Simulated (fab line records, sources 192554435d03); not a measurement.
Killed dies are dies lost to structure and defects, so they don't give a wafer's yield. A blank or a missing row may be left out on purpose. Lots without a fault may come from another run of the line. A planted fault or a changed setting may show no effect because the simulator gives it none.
fab line records | flow n5_finfet
record lots=7 wafers=21
route steps=1938 shown ZERO_LAYER@6 DUMMY_GATE@224 SD_EPI_N@263 HKMG_FIN@395 GATE_CUT@510 MOL_CONTACT_COAG@570 BEOL_M0_SAQP@638
start_h: hours from the record's first day to the start of the lot's first wafer shown | wait_h: hours since the lot's step before | " the same as in the row above | L1.1+2: a row that stands for several wafers | - no value, or no start given | * or withheld: withheld | < > ~ a bound
route shown NAME@n: a module of which the file shows steps, and the number in the route of the first | usual: mean/standard deviation of fault-free wafers | same: alike in all rows | chamber/n: place in a boat | sites: the reading at each site | _std_site: their standard deviation | _edge_site: outer sites' mean less inner sites' | radius_mm: how far each site lies from the wafer's centre | mask NAME#n: copy n | behind: the tool/chamber that last shaped the wafer | hold: why the lot was held/for how many hours/how that ended | device: the transistor (n, p or np) that didn't switch | end of line: the same wafers' tests at the end of the route | a step without rows: its recipe alone | killed: dies lost to structure and defects at the first sort, not the wafer's yield | map: a wafer's dies, x killed, . not, _ none there
set.NAME: the setting as run; set.NAME@STEP: as run at that earlier step | model.NAME: the simulator's own value behind a step, which no gauge read
lots whose settings were changed on purpose; a table a step, a row a wafer
## steps
# step N5_ZERO_LAYER_COAT_05
# recipe spin_rpm=1500 resist_thk_nm=1000
# columns lot.wafer tool chamber start_h wait_h set.spin_rpm model.coat_of_ZERO_LAYER_COAT_05.thk_nm
L075.1 litho_track-05 0 - - 1500 999.4
L075.3 " 0 " " 1443 1019
L075.6 " 0 " " 1500 999.2
L078.2 litho_track-05 0 - - 1500 999
L078.3 " 0 " " 1500 1000
L078.6 " 0 " " 1576 975.9
L080.3 litho_track-05 0 - - 1500 994.2
L080.5 " 0 " " 1588 968.4
L080.6 " 0 " " 1588 964.8
L081.4 litho_track-01 0 - - 1549 984.3
L081.5 " 0 " " 1549 984.9
L081.6 " 0 " " 1549 988.2
L082.2 litho_track-05 0 - - 1589 970.8
L082.3 " 0 " " 1500 997.7
L082.6 " 0 " " 1500 996.5
L084.1 litho_track-02 0 - - 1500 999.2
L084.3 " 0 " " 1500 997.6
L084.4 " 0 " " 1500 998.7
L091.2 litho_track-01 0 - - 1500 999
L091.5 " 0 " " 1500 1000
L091.6 " 0 " " 1500 1001
# step N5_ZERO_LAYER_DEVELOP_10
# recipe develop_time_s=60 rinse_liquid=diw dry=air_spin dev_temp_c=21
# columns lot.wafer tool chamber start_h wait_h set.develop_time_s
L075.1+6 litho_track-01 0 - - 65.05
L075.3 " 0 " " 60
L078.2+3+6 litho_track-02 0 - - 60
L080.3+6 litho_track-02 0 - - 64.34
L080.5 " 0 " " 60
L081.4+6 litho_track-05 0 - - 60
L081.5 " 0 " " 71.35
L082.2+3+6 litho_track-02 0 - - 60
L084.1+3+4 litho_track-05 0 - - 60
L091.2 litho_track-05 0 - - 60
L091.5+6 " 0 " " 53.99
# step N5_ZERO_LAYER_HARDBAKE_23
# recipe temp_c=130 time_s=120
# step N5_ZERO_LAYER_DESCUM_16
# recipe chemistry=O2 time_s=7.9 source_power_w=50 bias_power_w=20 pressure_mtorr=20 rf_frequency_hz=2.712e+07 temp_c=40 o2_flow_sccm=225
# step N5_ZERO_LAYER_ETCH_17
# recipe chemistry=CF4 target=SiO2 target_depth_a=120 time_s=13.3 ion_energy_ev=350 pressure_mtorr=40 source_w=450 bias_w=215 Ar_flow_sccm=100 cf4_flow_sccm=100
# step N5_ZERO_LAYER_ETCH_18
# recipe chemistry=HBr/Cl2 target=Si target_depth_a=1200 time_s=40 pressure_mtorr=10 icp_w=800 bias_w=75 HBr_flow_sccm=150 Cl2_flow_sccm=80
# columns lot.wafer tool chamber start_h wait_h set.spin_rpm@ZERO_LAYER_COAT_05 model.coat_of_ZERO_LAYER_COAT_05.thk_nm
L075.1 rie_si-02 2 18.92 0.0 1500 929
L075.3 " 3 " " 1443 949.2
L075.6 " 0 " " 1500 930.3
L078.2 rie_si-05 0 36.79 0.0 1500 928
L078.3 " 2 " " 1500 930.5
L078.6 " 3 " " 1576 906.6
L080.3 rie_si-02 1 48.81 0.0 1500 924.3
L080.5 " 1 " " 1588 898.1
L080.6 " 0 " " 1588 895.8
L081.4 rie_si-05 3 55.18 0.0 1549 915.4
L081.5 " 1 " " 1549 915.5
L081.6 " 2 " " 1549 919.3
L082.2 rie_si-05 1 61.09 0.0 1589 901.4
L082.3 " 0 " " 1500 926.7
L082.6 " 2 " " 1500 928.2
L084.1 rie_si-03 1 72.93 0.0 1500 929.1
L084.3 " 2 " " 1500 928
L084.4 " 0 " " 1500 929.7
L091.2 rie_si-02 1 114.79 0.0 1500 929.6
L091.5 " 1 " " 1500 929.9
L091.6 " 0 " " 1500 933.3
# step N5_ZERO_LAYER_STRIP_24
# recipe chemistry=O2 power_w=1000 temp_c=250 overash_fraction=0.3 pressure_mtorr=1000 o2_flow_sccm=6750
# usual strip_time_to_endpoint_s=43.80/0.1
# columns lot.wafer tool chamber start_h wait_h set.spin_rpm@ZERO_LAYER_COAT_05 strip_time_to_endpoint_s
L075.1 plasma_asher-02 0 19.02 0.1 1500 43.81
L075.3 " 0 " " 1443 44.42
L075.6 " 1 " " 1500 43.83
L078.2 plasma_asher-02 1 36.89 0.1 1500 43.77
L078.3 " 1 " " 1500 43.85
L078.6 " 0 " " 1576 43.14
L080.3 plasma_asher-02 1 48.93 0.1 1500 43.67
L080.5 " 1 " " 1588 42.86
L080.6 " 0 " " 1588 42.80
L081.4 plasma_asher-01 0 55.30 0.1 1549 43.40
L081.5 " 1 " " 1549 43.39
L081.6 " 0 " " 1549 43.51
L082.2 plasma_asher-01 0 61.22 0.1 1589 42.96
L082.3 " 0 " " 1500 43.73
L082.6 " 0 " " 1500 43.79
L084.1 plasma_asher-01 1 73.03 0.1 1500 43.82
L084.3 " 1 " " 1500 43.77
L084.4 " 0 " " 1500 43.82
L091.2 plasma_asher-01 0 114.89 0.1 1500 43.82
L091.5 " 1 " " 1500 43.84
L091.6 " 0 " " 1500 43.92
# step N5_DUMMY_GATE_COAT_28
# recipe resist=underlayer temp_c=205 time_s=60 spin_rpm=1500 resist_thk_nm=10
# columns lot.wafer tool chamber start_h wait_h set.spin_rpm model.underlayer_of_DUMMY_GATE_COAT_28.thk_nm
L075.1+6 litho_track-05 0 - - 1560 9.8
L075.3 " 0 " " 1500 10
L078.2+3+6 litho_track-01 0 - - 1397 10.4
L080.3+5 litho_track-05 0 - - 1500 10
L080.6 " 0 " " 1657 9.4
L081.4+5 litho_track-01 0 - - 1500 10
L081.6 " 0 " " 1381 10.4
L082.2+3+6 litho_track-02 0 - - 1500 10
L084.1+3+4 litho_track-01 0 - - 1500 10
L091.2 litho_track-05 0 - - 1401 10.4
L091.5+6 " 0 " " 1500 10
# step N5_DUMMY_GATE_COAT_09
# recipe resist=CAR-EUV spin_rpm=1500 resist_thk_nm=30
# columns lot.wafer tool chamber start_h wait_h set.spin_rpm model.CAR-EUV_of_DUMMY_GATE_COAT_09.thk_nm
L075.1+6 litho_track-05 0 - - 1419 30.8
L075.3 " 0 " " 1500 30
L078.2+3 litho_track-01 0 - - 1565 29.6
L078.6 " 0 " " 1500 30.2
L080.3 litho_track-05 0 - - 1500 29.8
L080.5+6 " 0 " " 1410 30.8
L081.4 litho_track-01 0 - - 1500 30
L081.5 " 0 " " 1583 29
L081.6 " 0 " " 1583 29.2
L082.2+3+6 litho_track-02 0 - - 1500 30
L084.1+3+4 litho_track-01 0 - - 1500 29.8
L091.2+5 litho_track-05 0 - - 1500 30
L091.6 " 0 " " 1582 29.2
# step N5_DUMMY_GATE_EBR_11
# recipe solvent=PGMEA ebr_width_mm=1.5
# step N5_DUMMY_GATE_SOFTBAKE_10
# recipe temp_c=110 time_s=60 resist=CAR-EUV
# step N5_DUMMY_GATE_EXPOSE_12
# recipe mask_id=GATE na=0.33 source_shape=annular sigma_inner=0.2 sigma_outer=0.6 polarization=unpolarized target_cd_nm=25 dose_mj=34
# step N5_DUMMY_GATE_PEB_13
# recipe peb_temp_c=100 peb_time_s=60 resist=CAR-EUV
# step N5_DUMMY_GATE_DEVELOP_14
# recipe develop_time_s=30 developer=TMAH resist=CAR-EUV rinse_liquid=surfactant_rinse dry=air_spin dev_temp_c=23
# columns lot.wafer tool chamber start_h wait_h set.spin_rpm@DUMMY_GATE_COAT_09 model.CAR-EUV_of_DUMMY_GATE_COAT_09.thk_nm
L075.1 litho_track-05 0 - - 1419 30.2
L075.3 " 0 " " 1500 29.4
L075.6 " 0 " " 1419 30.4
L078.2+3 litho_track-02 0 - - 1565 29
L078.6 " 0 " " 1500 29.8
L080.3 litho_track-01 0 - - 1500 29.4
L080.5 " 0 " " 1410 30.2
L080.6 " 0 " " 1410 30.4
L081.4 litho_track-02 0 - - 1500 29.4
L081.5 " 0 " " 1583 28.6
L081.6 " 0 " " 1583 28.8
L082.2+3 litho_track-01 0 - - 1500 29.6
L082.6 " 0 " " 1500 29.4
L084.1+3+4 litho_track-02 0 - - 1500 29.4
L091.2+5 litho_track-01 0 - - 1500 29.6
L091.6 " 0 " " 1582 28.6
# step N5_SD_EPI_N_COAT_33
# recipe resist=SiARC temp_c=220 time_s=60 spin_rpm=1500 resist_thk_nm=35
# columns lot.wafer tool chamber start_h wait_h set.spin_rpm model.SiARC_of_SD_EPI_N_COAT_33.thk_nm
L075.1+3 litho_track-04 0 - - 1500 35
L075.6 " 0 " " 1423 36
L078.2 litho_track-01 0 - - 1577 34
L078.3 " 0 " " 1500 35
L078.6 " 0 " " 1577 34.2
L080.3 litho_track-04 0 - - 1500 35
L080.5+6 " 0 " " 1334 37.2
L081.4+5 litho_track-03 0 - - 1500 35.2
L081.6 " 0 " " 1398 36.4
L082.2+3 litho_track-01 0 - - 1500 35
L082.6 " 0 " " 1625 33.6
L084.1+4 litho_track-03 0 - - 1500 35.2
L084.3 " 0 " " 1500 35.4
L091.2+6 litho_track-03 0 - - 1427 36
L091.5 " 0 " " 1500 35.2
# step N5_SD_EPI_N_DEVELOP_08
# recipe develop_time_s=30 developer=TMAH resist=CAR-ArF-block dev_temp_c=23 rinse_liquid=diw dry=air_spin
# columns lot.wafer tool chamber start_h wait_h set.develop_time_s
L075.1+3+6 litho_track-01 0 - - 30
L078.2+3+6 litho_track-03 0 - - 30
L080.3+5+6 litho_track-04 0 - - 27.84
L081.4+6 litho_track-04 0 - - 23.61
L081.5 " 0 " " 30
L082.2 litho_track-03 0 - - 34.94
L082.3+6 " 0 " " 30
L084.1+3+4 litho_track-03 0 - - 30
L091.2+5 litho_track-03 0 - - 30
L091.6 " 0 " " 27.91
# step N5_SD_EPI_N_DESCUM_14
# recipe chemistry=O2 time_s=7.9 source_power_w=50 bias_power_w=20 pressure_mtorr=20 rf_frequency_hz=2.712e+07 temp_c=40 resist=CAR-ArF-block o2_flow_sccm=225
# step N5_SD_EPI_N_ETCH_34
# recipe chemistry=CF4 target=SiARC target_depth_a=455 mask_material=CAR-ArF-block time_s=75.8 ion_energy_ev=80 pressure_mtorr=40 source_w=545 bias_w=36 Ar_flow_sccm=100 cf4_flow_sccm=100 ends=cleared
# columns lot.wafer tool chamber start_h wait_h set.spin_rpm@SD_EPI_N_COAT_33 model.etch.depth_nm model.CAR-ArF-block_of_SD_EPI_N_COAT_03.thk_nm
L075.1 rie_diel-05 2 55.86 0.0 1500 34.95 111.2
L075.3 " 1 " " 1500 35.06 111.8
L075.6 " 2 " " 1423 35.99 110.6
L078.2 rie_diel-05 0 73.15 0.0 1577 34.01 112.2
L078.3 " 3 " " 1500 35.04 111
L078.6 " 0 " " 1577 34.15 111.6
L080.3 rie_diel-02 1 83.34 0.0 1500 35.05 111
L080.5 " 1 " " 1334 37.21 108.4
L080.6 " 0 " " 1334 37.19 108.6
L081.4 rie_diel-04 3 95.35 0.0 1500 35.19 111.2
L081.5 " 0 " " 1500 35.21 111.2
L081.6 " 3 " " 1398 36.48 110.8
L082.2 rie_diel-04 0 101.34 0.0 1500 34.96 111.2
L082.3 " 2 " " 1500 35 111.2
L082.6 " 2 " " 1625 33.6 112
L084.1 rie_diel-02 1 111.17 0.0 1500 35.24 111.4
L084.3 " 3 " " 1500 35.32 110.8
L084.4 " 0 " " 1500 35.12 111.2
L091.2+6 rie_diel-05 2,1 149.32 0.0 1427 36 109.6
L091.5 " 3 " " 1500 35.1 110.4
# step N5_HKMG_FIN_EXPOSE_46
# recipe mask_id=NDIPOLE na=1.35 source_shape=conventional sigma_outer=0.8 polarization=unpolarized dose_mj=40
# columns lot.wafer tool chamber start_h wait_h mask set.dose_mj
L075.1+3 arfi_scanner-03 0 77.39 - NDIPOLE#0 40
L075.6 " 0 " " NDIPOLE#0 41.45
L078.2+6 arfi_scanner-03 0 99.41 - NDIPOLE#0 40
L078.3 " 0 " " NDIPOLE#0 42.98
L080.3+6 arfi_scanner-03 0 106.70 - NDIPOLE#0 40
L080.5 " 0 " " NDIPOLE#0 39.19
L081.4+5 arfi_scanner-02 0 117.02 - NDIPOLE#0 38.27
L081.6 " 0 " " NDIPOLE#0 40
L082.2+6 arfi_scanner-02 0 122.60 - NDIPOLE#0 41.43
L082.3 " 0 " " NDIPOLE#0 40
L084.1+3+4 arfi_scanner-02 0 132.44 - NDIPOLE#0 40
L091.2+5+6 arfi_scanner-01 0 172.33 - NDIPOLE#0 40
# step N5_HKMG_FIN_PEB_47
# recipe peb_temp_c=withheld peb_time_s=60 resist=CAR-ArF
# step N5_HKMG_FIN_DEVELOP_48
# recipe develop_time_s=30 developer=TMAH resist=CAR-ArF rinse_liquid=diw dry=air_spin dev_temp_c=23
# step N5_HKMG_FIN_CD_MEAS_49
# recipe target_cd_nm=202 landing_energy_ev=500 detector=se_inlens polarity=opening
# usual cd_nm=201.9/1.1
# columns lot.wafer tool chamber start_h wait_h set.dose_mj@HKMG_FIN_EXPOSE_46 cd_nm
L075.1 cd_sem-01 0 77.52 - 40 203.4
L075.3 " 0 " " 40 203.2
L075.6 " 0 " " 41.45 204.3
L078.2 cd_sem-01 0 99.52 - 40 202.1
L078.3 " 0 " " 42.98 206.6
L078.6 " 0 " " 40 201.4
L080.3 cd_sem-01 0 106.81 - 40 200.6
L080.5 " 0 " " 39.19 199.7
L080.6 " 0 " " 40 200.4
L081.4 cd_sem-02 0 117.13 - 38.27 200.7
L081.5 " 0 " " 38.27 201.1
L081.6 " 0 " " 40 202.2
L082.2 cd_sem-03 0 122.72 - 41.43 204.8
L082.3 " 0 " " 40 202.3
L082.6 " 0 " " 41.43 205.3
L084.1 cd_sem-02 0 132.56 - 40 201.4
L084.3 " 0 " " 40 201.1
L084.4 " 0 " " 40 201.6
L091.2 cd_sem-03 0 172.45 - 40 201.2
L091.5 " 0 " " 40 200.4
L091.6 " 0 " " 40 200.3
# step N5_GATE_CUT_ALD_22
# recipe material=SiNx target_thk_a=160 temp_c=400 ald_precursor_family=SiH2I2 ald_co_reactant=N2/H2-plasma pulse_time_s=1 ald_cycles=320 purge_time_s=2 co_reactant_purge_time_s=2 pressure_torr=2
# columns lot.wafer tool chamber start_h wait_h set.ald_cycles model.SiNx_of_GATE_CUT_ALD_22.thk_nm
L075.1 ald_sin-04 1 96.26 2.7 320 16
L075.3 " 2 " " 320 16.2
L075.6 " 3 " " 320 15.8
L078.2+6 ald_sin-04 3,0 111.97 0.0 320 15.8
L078.3 " 1 " " 320 16
L080.3 ald_sin-02 1 120.06 0.3 304 15.2
L080.5+6 " 2,3 " " 320 16
L081.4 ald_sin-04 2 130.05 0.0 334 16.8
L081.5+6 " 1,0 " " 320 16
L082.2 ald_sin-02 3 135.50 0.0 341 17
L082.3 " 0 " " 320 16.2
L082.6 " 1 " " 320 16
L084.1+3+4 ald_sin-02 0,2,3 145.43 0.0 320 16
L091.2 ald_sin-01 3 186.77 0.6 320 16
L091.5 " 3 " " 342 17.2
L091.6 " 2 " " 342 17
# step N5_MOL_CONTACT_COAG_EXPOSE_81
# recipe mask_id=VG na=0.33 source_shape=annular sigma_inner=0.3 sigma_outer=0.7 polarization=unpolarized defocus_nm=0 dose_mj=59.5
# columns lot.wafer tool chamber start_h wait_h mask set.dose_mj
L075.1+3 euv_scanner-02 0 108.28 - VG#0 59.5
L075.6 " 0 " " VG#0 63.03
L078.2+3 euv_scanner-01 0 126.26 - VG#0 59.5
L078.6 " 0 " " VG#0 57.35
L080.3+5 euv_scanner-02 0 133.12 - VG#0 59.5
L080.6 " 0 " " VG#0 63.06
L081.4+5 euv_scanner-01 0 141.69 - VG#0 59.5
L081.6 " 0 " " VG#0 56.18
L082.2 euv_scanner-02 0 148.51 - VG#0 59.5
L082.3+6 " 0 " " VG#0 55.47
L084.1+3+4 euv_scanner-01 0 157.26 - VG#0 59.5
L091.2+5+6 euv_scanner-01 0 197.97 - VG#0 59.5
# step N5_MOL_CONTACT_COAG_PEB_82
# recipe peb_temp_c=100 peb_time_s=60 resist=CAR-EUV
# step N5_MOL_CONTACT_COAG_DEVELOP_83
# recipe develop_time_s=30 developer=TMAH resist=CAR-EUV rinse_liquid=surfactant_rinse dry=air_spin dev_temp_c=23
# step N5_MOL_CONTACT_COAG_CD_MEAS_84
# recipe target_cd_nm=25.1 landing_energy_ev=500 detector=se_inlens polarity=opening
# usual cd_nm=24.97/0.24
# columns lot.wafer tool chamber start_h wait_h set.dose_mj@MOL_CONTACT_COAG_EXPOSE_81 cd_nm
L075.1 cd_sem-02 0 108.43 - 59.5 25.13
L075.3 " 0 " " 59.5 25.09
L075.6 " 0 " " 63.03 26.06
L078.2 cd_sem-02 0 126.40 - 59.5 24.72
L078.3 " 0 " " 59.5 24.95
L078.6 " 0 " " 57.35 24.33
L080.3 cd_sem-01 0 133.25 - 59.5 25.05
L080.5 " 0 " " 59.5 25.05
L080.6 " 0 " " 63.06 25.56
L081.4 cd_sem-02 0 141.81 - 59.5 24.77
L081.5 " 0 " " 59.5 24.82
L081.6 " 0 " " 56.18 23.44
L082.2 cd_sem-01 0 148.65 - 59.5 25.27
L082.3 " 0 " " 55.47 23.67
L082.6 " 0 " " 55.47 23.34
L084.1 cd_sem-03 0 157.41 - 59.5 24.59
L084.3 " 0 " " 59.5 24.96
L084.4 " 0 " " 59.5 24.92
L091.2 cd_sem-03 0 198.10 - 59.5 24.86
L091.5 " 0 " " 59.5 25.26
L091.6 " 0 " " 59.5 24.74
# step N5_MOL_CONTACT_COAG_PRECLEAN_144
# recipe chemistry=alkaline_clean temp_c=60 time_s=60 do_ppb=50
# step N5_MOL_CONTACT_COAG_SRD_145
# recipe dry=ipa_marangoni time_s=30 temp_c=23 rinse_liquid=diw
# step N5_MOL_CONTACT_COAG_CD_MEAS_137
# recipe target_cd_nm=16
# usual cd_nm=15.7/0.34
# columns lot.wafer tool chamber start_h wait_h set.dose_mj@MOL_CONTACT_COAG_EXPOSE_81 cd_nm
L075.1 cd_sem-02 - 109.52 0.0 59.5 15.7
L075.3 " - " " 59.5 15.4
L075.6 " - " " 63.03 16.8
L078.2 cd_sem-02 - 127.47 0.0 59.5 14.9
L078.3 " - " " 59.5 15.8
L078.6 " - " " 57.35 15.1
L080.3 cd_sem-03 - 134.34 0.0 59.5 15.9
L080.5 " - " " 59.5 15.5
L080.6 " - " " 63.06 16.7
L081.4 cd_sem-03 - 143.51 0.0 59.5 15.9
L081.5 " - " " 59.5 15.3
L081.6 " - " " 56.18 14.1
L082.2 cd_sem-01 - 150.02 0.0 59.5 16.0
L082.3 " - " " 55.47 14.2
L082.6 " - " " 55.47 14.2
L084.1 cd_sem-02 - 158.50 0.0 59.5 15.3
L084.3 " - " " 59.5 15.9
L084.4 " - " " 59.5 16.1
L091.2 cd_sem-03 - 199.04 0.0 59.5 15.2
L091.5 " - " " 59.5 16.0
L091.6 " - " " 59.5 15.3
# step N5_BEOL_M0_SAQP_PECVD_04
# recipe material=a-Si target_thk_a=600 temp_c=350 precursor=SiH4/He pressure_torr=3 rf_w=100 time_s=60.2
# columns lot.wafer tool chamber start_h wait_h set.time_s model.a-Si_of_BEOL_M0_SAQP_PECVD_04.thk_nm
L075.1+3 pecvd-04 0,2 117.70 0.0 53.33 53
L075.6 " 1 " " 60.2 60.6
L078.2 pecvd-01 0 135.03 0.0 60.2 61
L078.3 " 1 " " 60.2 60.2
L078.6 " 1 " " 60.2 60.8
L080.3 pecvd-04 1 141.35 0.0 53.24 52.8
L080.5 " 1 " " 60.2 59.8
L080.6 " 0 " " 53.24 53.8
L081.4 pecvd-04 1 150.01 0.0 68.72 68.2
L081.5 " 2 " " 60.2 59.8
L081.6 " 0 " " 60.2 60.8
L082.2 pecvd-01 0 157.30 0.0 64.4 64.8
L082.3 " 1 " " 64.4 64
L082.6 " 0 " " 60.2 61.8
L084.1 pecvd-01 0 168.33 0.0 60.2 60
L084.3 " 1 " " 60.2 58.4
L084.4 " 1 " " 60.2 59.8
L091.2 pecvd-04 0 207.01 0.0 52 51
L091.5 " 0 " " 52 52
L091.6 " 2 " " 60.2 59.4
# step N5_BEOL_M0_SAQP_THK_MEAS_05
# usual thk_nm=59.9/0.89
# columns lot.wafer tool chamber start_h wait_h set.time_s@BEOL_M0_SAQP_PECVD_04 thk_nm
L075.1 film_metro-01 - 117.79 0.1 53.33 52.9
L075.3 " - " " 53.33 53.0
L075.6 " - " " 60.2 60.6
L078.2 film_metro-02 - 135.12 0.1 60.2 61.0
L078.3 " - " " 60.2 60.1
L078.6 " - " " 60.2 60.8
L080.3 film_metro-02 - 141.45 0.1 53.24 52.9
L080.5 " - " " 60.2 59.8
L080.6 " - " " 53.24 53.9
L081.4 film_metro-02 - 150.07 0.0 68.72 68.2
L081.5 " - " " 60.2 59.8
L081.6 " - " " 60.2 60.7
L082.2 film_metro-02 - 157.39 0.1 64.4 64.7
L082.3 " - " " 64.4 64.0
L082.6 " - " " 60.2 61.9
L084.1 film_metro-02 - 168.42 0.1 60.2 59.9
L084.3 " - " " 60.2 58.3
L084.4 " - " " 60.2 59.8
L091.2 film_metro-02 - 207.11 0.1 52 51.0
L091.5 " - " " 52 52.1
L091.6 " - " " 60.2 59.4
## key
split step=N5_ZERO_LAYER_COAT_05 setting=spin_rpm stated=1500 by=wafer
response step=N5_ZERO_LAYER_COAT_05 reading=model.coat_of_ZERO_LAYER_COAT_05.thk_nm change=-4.66 per=1% r=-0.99
response step=N5_ZERO_LAYER_ETCH_18 reading=model.coat_of_ZERO_LAYER_COAT_05.thk_nm change=-4.59 per=1% r=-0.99
response step=N5_ZERO_LAYER_STRIP_24 reading=strip_time_to_endpoint_s change=* per=1% r=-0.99
split step=N5_ZERO_LAYER_DEVELOP_10 setting=develop_time_s stated=60 by=wafer
response none clear
split step=N5_DUMMY_GATE_COAT_28 setting=spin_rpm stated=1500 by=wafer
response step=N5_DUMMY_GATE_COAT_28 reading=model.underlayer_of_DUMMY_GATE_COAT_28.thk_nm change=-0.0556 per=1% r=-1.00
split step=N5_DUMMY_GATE_COAT_09 setting=spin_rpm stated=1500 by=wafer
response step=N5_DUMMY_GATE_COAT_09 reading=model.CAR-EUV_of_DUMMY_GATE_COAT_09.thk_nm change=-0.154 per=1% r=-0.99
response step=N5_DUMMY_GATE_DEVELOP_14 reading=model.CAR-EUV_of_DUMMY_GATE_COAT_09.thk_nm change=-0.16 per=1% r=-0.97
split step=N5_SD_EPI_N_COAT_33 setting=spin_rpm stated=1500 by=wafer
response step=N5_SD_EPI_N_COAT_33 reading=model.SiARC_of_SD_EPI_N_COAT_33.thk_nm change=-0.184 per=1% r=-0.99
response step=N5_SD_EPI_N_ETCH_34 reading=model.etch.depth_nm change=-0.185 per=1% r=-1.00
response step=N5_SD_EPI_N_ETCH_34 reading=model.CAR-ArF-block_of_SD_EPI_N_COAT_03.thk_nm change=+0.16 per=1% r=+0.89
split step=N5_SD_EPI_N_DEVELOP_08 setting=develop_time_s stated=30 by=wafer
response none clear
split step=N5_HKMG_FIN_EXPOSE_46 setting=dose_mj stated=40 by=wafer
response step=N5_HKMG_FIN_CD_MEAS_49 reading=cd_nm change=+0.545 per=1% r=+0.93
split step=N5_GATE_CUT_ALD_22 setting=ald_cycles stated=320 by=wafer
response step=N5_GATE_CUT_ALD_22 reading=model.SiNx_of_GATE_CUT_ALD_22.thk_nm change=+0.156 per=1% r=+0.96
split step=N5_MOL_CONTACT_COAG_EXPOSE_81 setting=dose_mj stated=59.5 by=wafer
response step=N5_MOL_CONTACT_COAG_CD_MEAS_84 reading=cd_nm change=+0.187 per=1% r=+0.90
response step=N5_MOL_CONTACT_COAG_CD_MEAS_137 reading=cd_nm change=+0.219 per=1% r=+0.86
split step=N5_BEOL_M0_SAQP_PECVD_04 setting=time_s stated=60.2 by=wafer
response step=N5_BEOL_M0_SAQP_PECVD_04 reading=model.a-Si_of_BEOL_M0_SAQP_PECVD_04.thk_nm change=+0.572 per=1% r=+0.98
response step=N5_BEOL_M0_SAQP_THK_MEAS_05 reading=thk_nm change=* per=1% r=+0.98
